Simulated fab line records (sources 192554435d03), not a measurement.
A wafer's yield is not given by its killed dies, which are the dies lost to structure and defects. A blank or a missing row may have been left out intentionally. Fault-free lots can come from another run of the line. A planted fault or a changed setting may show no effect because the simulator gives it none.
Split-lot experiment ; flow n5Finfet ; 21 wafers read from 7 lots, route of 1938 steps

== ON THE SPLIT ==
At N5_BEOL_M5_ETCH_41 (etches SiCN in CH3F/O2, target depth 31.5 nm, time 56.7 s), the setting sourceW was moved away from the recipe's 395 W on 7 of the 21 wafers read, by -9.2% to +16.0%. For the rest of the wafers, this setting stayed at what the recipe calls for.

The reading comes from the split's own step.

== THE READING ==
rfVppV, in V, at N5_BEOL_M5_ETCH_41 (etches SiCN in CH3F/O2, target depth 31.5 nm, time 56.7 s). A value of 297.2 V with a standard deviation of 1.7 V is what fault-free wafers of this fab line usually give.

wafer;tool, chamber at the split;sourceW as run, W;against the recipe;rfVppV, V;against lot-mates on the recipe
L074.3;rieDiel-05, 3;395;recipe;296.9;-
L074.4;rieDiel-05, 2;395;recipe;298.2;-
L074.6;rieDiel-05, 2;358.5;-9.2%;308.6;+11.1
L076.2;rieDiel-05, 3;458.2;+16.0%;281.8;-15.8
L076.3;rieDiel-05, 0;458.2;+16.0%;280.9;-16.7
L076.6;rieDiel-05, 1;395;recipe;297.6;-
L077.2;rieDiel-05, 2;395;recipe;297.9;-
L077.3;rieDiel-05, 0;452.8;+14.6%;285.2;-11.8
L077.4;rieDiel-05, 3;395;recipe;296.0;-
L078.1;rieDiel-02, 1;395;recipe;299.6;-
L078.2;rieDiel-02, 2;426.6;+8.0%;287.8;-11.8
L078.5;rieDiel-02, 3;426.6;+8.0%;288.5;-11.1
L079.1;rieDiel-02, 0;395;recipe;298.9;-
L079.3;rieDiel-02, 3;395;recipe;299.2;-
L079.5;rieDiel-02, 2;454.4;+15.0%;283.6;-15.4
L096.1;rieDiel-02, 1;395;recipe;299.4;-
L096.3;rieDiel-02, 3;395;recipe;298.6;-
L096.6;rieDiel-02, 3;395;recipe;298.1;-
L097.1;rieDiel-06, 0;395;recipe;294.9;-
L097.2;rieDiel-06, 2;395;recipe;298.6;-
L097.6;rieDiel-06, 2;395;recipe;297.7;-

FIT RESULTS
A straight line over all 21 wafers: rfVppV changes by -1.02 V for each +1% of sourceW; r = -0.98; the points scatter about the line by 1.4 V.
The same after taking each lot's own level away (the mean of its wafers on the recipe; 21 wafers): -1.04 V for each +1%; r = -0.98; scatter 1.6 V.
The reading moves by 17 V for the largest change in sourceW, on that fit.
The span of the lots' own levels, 296.95 to 299.60 V, comes to 1.6 times the standard deviation stated above.
The two slopes are in agreement: the lot-to-lot level therefore moves the slope only a little.
Check: -16.8 V against its lot-mates is what the line predicts for one of the wafers moved furthest among these (+16.0%) when that wafer is left out of the fit. It came out at -15.8 V against them.
Tool readings at the split's step, against how far the setting was moved: rfVppV r = -0.98.

== THESE WAFERS: OTHER SPLITS ==
Other splits were also applied to these wafers ahead of the reading. Each is held against what the fit with the lots' levels taken away leaves over:
other split on the same wafers;wafers away from the commonest value;r with rfVppV (lot level and that fit taken away)
N5_BEOL_M3_DEP_57 timeS;5;+0.15
N5_BEOL_M4_ILD_DEP_00 timeS;7;+0.05
N5_BEOL_M5_COAT_66 spinRpm;6;+0.31
N5_BEOL_M5_COAT_22 spinRpm;5;-0.30
N5_BEOL_M5_TRENCH_ETCH_37 sourceW;8;-0.33

== THE WHOLE CHAIN: every reading that the file lists as answering this split, in the file's order ==
step;what it does;reading;change (the file's fit);r (the file's)
N5_BEOL_M5_ETCH_41;etches SiCN in CH3F/O2, target depth 31.5 nm, time 56.7 s;rfVppV;-1.01 V for each +1% of the setting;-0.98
N5_BEOL_M5_ETCH_41;etches SiCN in CH3F/O2, target depth 31.5 nm, time 56.7 s;etch.depthNm (the simulator's own value, which no gauge read);+0.11 nm for each +1% of the setting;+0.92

== FILE'S OWN FIT ==
rfVppV changes by -1.01 V for each +1% of sourceW, r = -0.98.
